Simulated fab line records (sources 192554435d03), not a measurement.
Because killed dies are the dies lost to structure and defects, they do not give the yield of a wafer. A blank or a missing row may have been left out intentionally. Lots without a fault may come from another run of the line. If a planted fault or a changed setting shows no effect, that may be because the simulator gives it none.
Comparing a struck lot with a sound one ; flow n5 finfet ; 26 out of 1938 route steps
Sound: wafers L343.1, L343.3, L343.6. Wafers struck: L351.2, L351.3, L351.6. The cause is named last.
Each step with rows lists, per side, the tool, then ch with its chambers, then its first start. Under that, the readings that differ: sound wafers ; struck wafers ; difference of the means ; sigmas: that difference in standard deviations of wafers without a fault.
alike: readings whose means differ by less than 2 such deviations, and words and numbers that are the same on both sides. not compared: withheld readings, readings that some wafer has no value for, bounds like >300 that may hide the same value, and numbers for which the record gives no deviation and whose values overlap.
The two part at a step that has a row with sigmas, a row that says differs or no value, or rows on one side only. Numbers that have no deviation but don't overlap get no sigmas and don't part them. Lack of a reading on every wafer of one side parts them only where that side has two or more wafers.

first, 12 steps without rows for these wafers: N5_GATE_CUT_ETCH_28 (etches underlayer in N2/H2, target depth 13 nm, time 10.4 s); N5_GATE_CUT_ETCH_36 (etches SiARC in CF4, target depth 13 nm, time 21.7 s); N5_GATE_CUT_ETCH_37 (etches SOC in N2/H2, target depth 60 nm, overetch 12 nm, time 90 s); N5_GATE_CUT_STRIP_38 (strips in N2/H2); N5_GATE_CUT_STRIP_39 (strips in N2/H2); N5_GATE_CUT_HM_OPEN_40 (chemistry C4F6/O2, target SiO2, target depth 139 nm, time 85.1 s); N5_GATE_CUT_STRIP_41 (strips in CF4); N5_GATE_CUT_STRIP_42 (strips in O2); N5_GATE_CUT_ETCH_19 (etches SiNx in CH3F/O2, target depth 53.7 nm, time 76.7 s); N5_GATE_CUT_CUT_ETCH_53 (etches W in SF6/Cl2, target depth 79.2 nm); N5_GATE_CUT_CUT_ETCH_54 (etches TiN in Cl2/BCl3, target depth 96.7 nm); N5_GATE_CUT_CUT_ETCH_55 (etches HfO2 in BCl3, target depth 3.2 nm).
N5_GATE_CUT_ETCH_47: etches SiO2 in Cl2/BCl3, target depth 10 nm.
  sound on rie metal-01 ch 0,1, day 6 01:44; struck on rie metal-01 ch 0,1, day 8 01:55
  no value came back on the struck wafers for any of 5 readings (bcl3 flow sccm (sccm), bias w (W) and others); on the sound wafers bcl3 flow sccm (sccm) reads 21.82 21.86 21.65
reading;sound;struck;difference;sigmas
model.SiO2_of_GATE_CUT_HM_DEP_46.thk nm (nm);105.6 104.8 106;115.8 116.4 118.4;+11.4;
  not compared: rf hours counter h
then, 8 steps without rows for these wafers: N5_GATE_CUT_VAPOR_ETCH_48 (etches TiN in BCl3/Cl2); N5_GATE_CUT_VAPOR_ETCH_49 (etches TiAlC in BCl3/Cl2); N5_GATE_CUT_VAPOR_ETCH_51 (etches HfO2 in BCl3/Cl2); N5_GATE_CUT_STRIP_21 (strips in N2/H2, time 30 s); N5_GATE_CUT_STRIP_29 (strips in post etch residue remover, time 60 s); N5_GATE_CUT_SRD_52 (time 30 s); N5_GATE_CUT_ALD_22 (deposits SiNx, target thk 16 nm, pulse time 1 s, ald cycles 320); N5_GATE_CUT_CMP_23 (polishes, stops on SiO2, t overpolish 23.4 s, target thk 16 nm).
N5_GATE_CUT_THK_MEAS_24:
  sound on film metro-01 at day 6 05:31; struck on film metro-02 at day 8 04:13
reading;sound;struck;difference;sigmas
GC_FILL_THK (nm);218.9 219.7 219.9;227.8 230.2 231.6;+10.4;+5
N5_GATE_CUT_CMP_43: polishes SiO2.
  sound on cmp-01 ch 0,2, day 6 05:32; struck on cmp-03 ch 0,1, day 8 04:19
reading;sound;struck;difference;sigmas
model.SiO2_of_GATE_CUT_HM_DEP_46.thk nm (nm);5 5 5;5.4 5.4 5.6;+0.5;
  alike: motor current A
  not compared: pad life wafers
then, 1 step without rows for these wafers: N5_GATE_CUT_CMP_61 (polishes, stops on SiNx, t overpolish 3 s).
-- here the record skips 4 days between the struck wafers' starts before and after, leaving off in module GATE_CUT and picking up in module BEOL_M4 (first step shown: number 1111 of the route) --
N5_BEOL_M4_RC_MEAS_101:
  sound on prober-01 ch 0, day 10 00:33; struck on prober-02 ch 0, day 12 03:47
  alike: DIBL_N, DIBL_P, IOFF_N, IOFF_P, ION_N, ION_P, SS_N, SS_P, VT_N, VT_P
next, for these wafers, 1 step has no rows: N5_PASSIVATION_PROBE_49.

== WHERE THEY PART ==
At N5_GATE_CUT_ETCH_47 first; at N5_GATE_CUT_THK_MEAS_24 last (within this record only). Later steps at which nothing parts them and some readings are alike: N5_GATE_CUT_CMP_43, N5_BEOL_M4_RC_MEAS_101.

WHY: the cause the simulator had injected
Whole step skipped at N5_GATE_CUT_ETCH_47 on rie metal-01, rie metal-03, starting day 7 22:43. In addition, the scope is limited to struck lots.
